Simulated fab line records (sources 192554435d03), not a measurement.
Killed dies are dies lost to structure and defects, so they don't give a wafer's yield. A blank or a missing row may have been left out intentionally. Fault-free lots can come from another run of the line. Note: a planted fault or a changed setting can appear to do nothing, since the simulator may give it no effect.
Comparing a struck lot with a sound one / flow n5Finfet / 15 out of 1938 route steps
Sound: wafers L917.2, L917.4, L917.5. Struck: wafer L916.3. (L916.2, L916.6 of the same lot were not struck and are left out.) The cause comes at the end.
Order at every step that has rows: each side's tool, ch and its chambers, its first start. Under that, the readings that differ: sound wafers / struck wafers / difference of the means / sigmas: that difference in standard deviations of wafers without a fault.
alike: readings with means less than 2 such deviations apart, plus words and numbers identical on both sides. not compared: withheld readings, readings lacking a value on some wafer, bounds such as >300 that could conceal the same value, and numbers that have no deviation in the record and whose values overlap.
Wherever a step has rows on one side only, a row that says differs or no value, or a row with sigmas, the two part there. Non-overlapping numbers with no deviation appear without sigmas and do not part them. A reading that every wafer of one side lacks parts them only if that side has two wafers or more.

first, 3 steps without rows for these wafers: N5_BEOL_M5_SRD_40 (time 30 s); N5_BEOL_M5_PRECLEAN_42 (cleans in residue remover, time 60 s); N5_BEOL_M5_SRD_43 (time 30 s).
N5_BEOL_M5_CD_MEAS_35: target cd 28 nm, target cd y 24 nm.
  sound: cdSem-02 at day 11 16:41; struck: cdSem-01 at day 11 09:47
  alike: cdNm
N5_BEOL_M5_CURE_80: cures SiCOH lowk, time 120 s.
  sound on uvCure-02 ch 1, day 11 16:47; struck on uvCure-01 ch 1, day 11 09:53
  alike: lampPowerPct, wafer_temp_C_max
then, 2 steps without rows for these wafers: N5_BEOL_M5_DEGAS_44 (time 60 s); N5_BEOL_M5_PRE_CLEAN_45 (time 30 s).
N5_BEOL_M5_ALD_86: deposits TaN, pulse time 2 s, purge time 3 s, co reactant purge time 2 s.
  sound on aldMetal-04 ch 1,3, day 11 17:15; struck on aldMetal-03 ch 2, day 11 10:37
reading=heaterPowerOuterW (W); sound=205 256 196; struck=278; difference=+59; sigmas=+3
reading=heaterPowerW (W); sound=349 514 348; struck=524; difference=+120; sigmas=+2
N5_BEOL_M5_SURFACE_TREAT_87:
  sound: pvdSputter-03 at day 11 17:37; struck: pvdSputter-02 at day 11 10:58
  not compared: throttleValvePct
then, 1 step without rows for these wafers: N5_BEOL_M5_CVD_47 (deposits Co from CCTBA/H2, target thk 3 nm, time 216 s).
N5_BEOL_M5_SPUTTER_48: material Cu, target thk 15 nm, time 27.62 s.
  sound: pvdSputter-02 at day 11 18:01; struck: pvdSputter-01 at day 11 11:19
  alike: chamberPressurePa, throttleValvePct
N5_BEOL_M5_ANNEAL_49: time 1800 s.
  sound: pvdSputter-02 at day 11 18:05; struck: pvdSputter-01 at day 11 11:23
  alike: heaterPowerW
N5_BEOL_M5_SPUTTER_81: material Cu, target thk 15 nm, time 27.62 s.
  sound: pvdSputter-02 at day 11 19:06; struck: pvdSputter-01 at day 11 12:24
reading=chamberPressurePa (Pa); sound=0.06995 0.0699 0.07002; struck=0.06604; difference=-0.00392; sigmas=-30
  alike: throttleValvePct
then, 1 step without rows for these wafers: N5_BEOL_M5_ANNEAL_82 (time 1800 s).
-- here the record skips 4 days between the struck wafers' starts before and after, leaving off in module BEOL_M5 and picking up in module PASSIVATION (first step shown: number 1936 of the route) --
N5_PASSIVATION_PROBE_49:
  sound: prober-02 at day 16 00:19; struck: prober-01 at day 15 18:52
  alike: defectLimitedYield, killed_at_M0_to_M3, killed_at_M4_up, killedAtContacts, killedAtFrontEnd, killedAtOther, killedDies, killedOnRim, killedOpen, killedShort, sort_bin_4_leakage, sort_bin_5_function, sort_bin_6_memory, sort_bin_8_speed, sortNPass, sortYieldPct

WHERE THEY PART
Earliest at N5_BEOL_M5_ALD_86; latest, in this record, at N5_BEOL_M5_SPUTTER_81. Later steps at which nothing parts them and some readings are alike: N5_PASSIVATION_PROBE_49.

WHY: the cause the simulator had injected
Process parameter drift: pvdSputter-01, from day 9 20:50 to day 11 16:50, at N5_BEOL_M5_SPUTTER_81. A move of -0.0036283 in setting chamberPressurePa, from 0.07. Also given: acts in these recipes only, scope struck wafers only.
